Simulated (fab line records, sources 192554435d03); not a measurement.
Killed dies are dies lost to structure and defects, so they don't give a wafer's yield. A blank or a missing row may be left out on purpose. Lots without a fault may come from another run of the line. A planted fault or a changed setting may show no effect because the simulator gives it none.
Which tool did it? | flow n5_finfet | 24 lots, 72 wafers sampled, at 5 steps of a route of 1938

WHAT THE GAUGES READ, wafer by wafer
N5_BEOL_M3_RS_MEAS_58: measures by four-point-probe.
lot  | measured     | on            | M3_RS (ohm/sq)
L074 | day 7 11:52  | film_metro-01 | 0.66 0.64 0.66
L075 | day 7 14:21  | film_metro-02 | 0.67 0.65 0.62
L076 | day 8 05:34  | film_metro-02 | 0.70 0.69 0.68
L077 | day 8 12:58  | film_metro-02 | 0.72 0.69 0.66
L079 | day 8 12:39  | film_metro-02 | 0.71 0.72 0.62
L078 | day 8 20:15  | film_metro-01 | 0.68 0.64 0.61
L080 | day 9 00:06  | film_metro-01 | 0.67 0.69 0.65
L081 | day 9 08:59  | film_metro-02 | 0.70 0.72 0.65
L082 | day 9 18:36  | film_metro-01 | 0.67 0.65 0.70
L083 | day 10 08:48 | film_metro-01 | 0.65 0.69 0.67
L084 | day 10 14:16 | film_metro-01 | 0.67 0.62 0.61
L085 | day 10 18:06 | film_metro-02 | 0.70 0.69 0.71
L086 | day 10 18:14 | film_metro-01 | 0.70 0.71 0.69
L087 | day 10 21:47 | film_metro-02 | 0.68 0.68 0.64
L088 | day 11 01:13 | film_metro-02 | 0.67 0.65 0.65
L090 | day 11 13:16 | film_metro-02 | 0.68 0.65 0.64
L089 | day 11 13:34 | film_metro-01 | 0.69 0.68 0.64
L091 | day 12 02:00 | film_metro-01 | 0.65 0.62 0.64
L092 | day 12 05:17 | film_metro-01 | 0.68 0.69 0.65
L094 | day 12 10:58 | film_metro-01 | 0.72 0.69 0.73
L093 | day 12 13:17 | film_metro-01 | 0.61 0.59 0.60
L095 | day 13 05:14 | film_metro-01 | 0.69 0.68 0.67
L096 | day 13 05:58 | film_metro-01 | 0.64 0.64 0.64
L097 | day 13 15:39 | film_metro-01 | 0.65 0.62 0.61

WHICH TOOL RAN EACH LOT (tool, then ch and the chambers of the sampled wafers, then the start)
lot  | N5_BEOL_M2_CO_CAP_55             | N5_BEOL_M3_PRE_CLEAN_45      | N5_BEOL_M3_SURFACE_TREAT_85  | N5_BEOL_M3_ANNEAL_93
L074 | cvd_co-02 ch 0,1, day 7 00:33    | pvd_sputter-03, day 7 08:05  | pvd_sputter-03, day 7 08:24  | pvd_sputter-02, day 7 10:16
L075 | cvd_co-01 ch 0,1, day 7 04:27    | pvd_sputter-03, day 7 11:00  | pvd_sputter-02, day 7 11:18  | pvd_sputter-02, day 7 12:55
L076 | cvd_co-02 ch 0,2, day 7 14:25    | pvd_sputter-03, day 8 01:35  | pvd_sputter-02, day 8 01:53  | pvd_sputter-03, day 8 03:54
L077 | cvd_co-02 ch 0,1, day 7 17:39    | pvd_sputter-03, day 8 06:44  | pvd_sputter-03, day 8 07:06  | pvd_sputter-02, day 8 11:34
L079 | cvd_co-01 ch 0,2, day 8 04:56    | pvd_sputter-01, day 8 09:17  | pvd_sputter-03, day 8 09:37  | pvd_sputter-03, day 8 11:14
L078 | cvd_co-01 ch 0,1,2, day 8 06:57  | pvd_sputter-03, day 8 16:19  | pvd_sputter-03, day 8 16:45  | pvd_sputter-03, day 8 18:50
L080 | cvd_co-02 ch 0,1,2, day 8 10:06  | pvd_sputter-02, day 8 20:30  | pvd_sputter-01, day 8 20:58  | pvd_sputter-01, day 8 22:42
L081 | cvd_co-02 ch 0,2, day 8 22:08    | pvd_sputter-01, day 9 05:34  | pvd_sputter-01, day 9 05:54  | pvd_sputter-03, day 9 07:35
L082 | cvd_co-01 ch 0,2, day 9 06:19    | pvd_sputter-01, day 9 13:29  | pvd_sputter-03, day 9 15:32  | pvd_sputter-03, day 9 17:10
L083 | cvd_co-01 ch 0,1,2, day 9 13:41  | pvd_sputter-01, day 10 04:52 | pvd_sputter-03, day 10 05:10 | pvd_sputter-01, day 10 07:19
L084 | cvd_co-02 ch 0,1, day 9 22:14    | pvd_sputter-02, day 10 10:52 | pvd_sputter-02, day 10 11:10 | pvd_sputter-01, day 10 12:50
L085 | cvd_co-01 ch 1,2, day 10 02:23   | pvd_sputter-01, day 10 14:35 | pvd_sputter-02, day 10 14:57 | pvd_sputter-03, day 10 16:41
L086 | cvd_co-01 ch 0,1,2, day 10 05:31 | pvd_sputter-03, day 10 14:37 | pvd_sputter-03, day 10 14:58 | pvd_sputter-01, day 10 16:50
L087 | cvd_co-02 ch 0,1,2, day 10 08:02 | pvd_sputter-01, day 10 18:01 | pvd_sputter-01, day 10 18:22 | pvd_sputter-01, day 10 20:22
L088 | cvd_co-01 ch 1,2, day 10 11:01   | pvd_sputter-02, day 10 21:53 | pvd_sputter-01, day 10 22:11 | pvd_sputter-03, day 10 23:49
L090 | cvd_co-02 ch 0,2, day 11 01:35   | pvd_sputter-01, day 11 08:13 | pvd_sputter-02, day 11 08:32 | pvd_sputter-02, day 11 11:51
L089 | cvd_co-02 ch 1,2, day 11 03:06   | pvd_sputter-02, day 11 08:14 | pvd_sputter-03, day 11 09:09 | pvd_sputter-01, day 11 11:51
L091 | cvd_co-01 ch 0,1,2, day 11 07:53 | pvd_sputter-01, day 11 21:52 | pvd_sputter-03, day 11 22:26 | pvd_sputter-03, day 12 00:13
L092 | cvd_co-01 ch 0,1,2, day 11 09:57 | pvd_sputter-03, day 12 01:09 | pvd_sputter-02, day 12 01:32 | pvd_sputter-02, day 12 03:22
L094 | cvd_co-02 ch 0,1,2, day 12 02:00 | pvd_sputter-01, day 12 07:34 | pvd_sputter-01, day 12 07:53 | pvd_sputter-01, day 12 09:32
L093 | cvd_co-01 ch 0,1, day 12 04:41   | pvd_sputter-02, day 12 09:50 | pvd_sputter-01, day 12 10:10 | pvd_sputter-02, day 12 11:52
L095 | cvd_co-01 ch 0,1,2, day 12 15:35 | pvd_sputter-01, day 13 01:51 | pvd_sputter-02, day 13 02:11 | pvd_sputter-02, day 13 03:49
L096 | cvd_co-02 ch 0,2, day 12 18:19   | pvd_sputter-02, day 13 02:20 | pvd_sputter-01, day 13 02:49 | pvd_sputter-01, day 13 04:31
L097 | cvd_co-01 ch 1,2, day 12 20:26   | pvd_sputter-02, day 13 12:10 | pvd_sputter-01, day 13 12:37 | pvd_sputter-02, day 13 14:14
- N5_BEOL_M2_CO_CAP_55: material Co, precursor CCTBA/H2, target thk 2 nm, time 102.1 s.
- N5_BEOL_M3_PRE_CLEAN_45: time 30 s.
- N5_BEOL_M3_SURFACE_TREAT_85
- N5_BEOL_M3_ANNEAL_93: time 240 s.

WHAT THE TOOLS THEMSELVES READ (means of the sampled wafers that have a number; where no wafer has one, the mark that the record gives instead)
N5_BEOL_M2_CO_CAP_55.
lot  | tool      | heater_power_outer_w (W) | heater_power_w (W)
L074 | cvd_co-02 | 118                      | 232
L075 | cvd_co-01 | 135                      | 255
L076 | cvd_co-02 | 143                      | 238
L077 | cvd_co-02 | 118                      | 236
L079 | cvd_co-01 | 138                      | 252
L078 | cvd_co-01 | 135                      | 247
L080 | cvd_co-02 | 130                      | 240
L081 | cvd_co-02 | 143                      | 238
L082 | cvd_co-01 | 133                      | 240
L083 | cvd_co-01 | 135                      | 247
L084 | cvd_co-02 | 117                      | 221
L085 | cvd_co-01 | 130                      | 242
L086 | cvd_co-01 | 134                      | 246
L087 | cvd_co-02 | 132                      | 235
L088 | cvd_co-01 | 131                      | 235
L090 | cvd_co-02 | 143                      | 241
L089 | cvd_co-02 | 144                      | 256
L091 | cvd_co-01 | 136                      | 244
L092 | cvd_co-01 | 138                      | 246
L094 | cvd_co-02 | 129                      | 238
L093 | cvd_co-01 | 137                      | 258
L095 | cvd_co-01 | 137                      | 246
L096 | cvd_co-02 | 127                      | 227
L097 | cvd_co-01 | 131                      | 240

N5_BEOL_M3_PRE_CLEAN_45.
lot  | tool           | heater_power_w (W)
L074 | pvd_sputter-03 | 286
L075 | pvd_sputter-03 | 299
L076 | pvd_sputter-03 | 302
L077 | pvd_sputter-03 | 315
L079 | pvd_sputter-01 | 318
L078 | pvd_sputter-03 | 315
L080 | pvd_sputter-02 | 348
L081 | pvd_sputter-01 | 293
L082 | pvd_sputter-01 | 309
L083 | pvd_sputter-01 | 312
L084 | pvd_sputter-02 | 306
L085 | pvd_sputter-01 | 296
L086 | pvd_sputter-03 | 297
L087 | pvd_sputter-01 | 319
L088 | pvd_sputter-02 | 355
L090 | pvd_sputter-01 | 304
L089 | pvd_sputter-02 | 345
L091 | pvd_sputter-01 | 302
L092 | pvd_sputter-03 | 305
L094 | pvd_sputter-01 | 318
L093 | pvd_sputter-02 | 303
L095 | pvd_sputter-01 | 307
L096 | pvd_sputter-02 | 360
L097 | pvd_sputter-02 | 324

N5_BEOL_M3_ANNEAL_93.
lot  | tool           | heater_power_w (W)
L074 | pvd_sputter-02 | 856
L075 | pvd_sputter-02 | 775
L076 | pvd_sputter-03 | 780
L077 | pvd_sputter-02 | 859
L079 | pvd_sputter-03 | 776
L078 | pvd_sputter-03 | 729
L080 | pvd_sputter-01 | 787
L081 | pvd_sputter-03 | 827
L082 | pvd_sputter-03 | 774
L083 | pvd_sputter-01 | 846
L084 | pvd_sputter-01 | 756
L085 | pvd_sputter-03 | 770
L086 | pvd_sputter-01 | 828
L087 | pvd_sputter-01 | 770
L088 | pvd_sputter-03 | 749
L090 | pvd_sputter-02 | 819
L089 | pvd_sputter-01 | 837
L091 | pvd_sputter-03 | 751
L092 | pvd_sputter-02 | 746
L094 | pvd_sputter-01 | 795
L093 | pvd_sputter-02 | 856
L095 | pvd_sputter-02 | 862
L096 | pvd_sputter-01 | 781
L097 | pvd_sputter-02 | 817

THE ANSWER, worked out from the rows above alone
Rule: what is usual is taken from the lots themselves. Put in order of their means at a reading, lots are off if they are a third of the lots or fewer, leave a main group of 4 or more, and stand apart from it by a gap of 3 or more times the standard deviation of the main group's means; of several such gaps the widest counts. A main group whose means are all the same, to the digits that the tables above print for the reading, isn't used. A lot without any number at a reading at which 4 lots or more have one is off too. The other lots that the step has rows for count as sound. The gauges are gone through in route order, then the tools' own readings, and for those a lot's mean is taken as printed above. The first step at which some lot is off is used, and at that step the reading that is off furthest; a lot without a number counts as furthest.
No lot is off at any reading shown: from this, nothing can be told.

WHAT THE SIMULATOR HAD PUT IN
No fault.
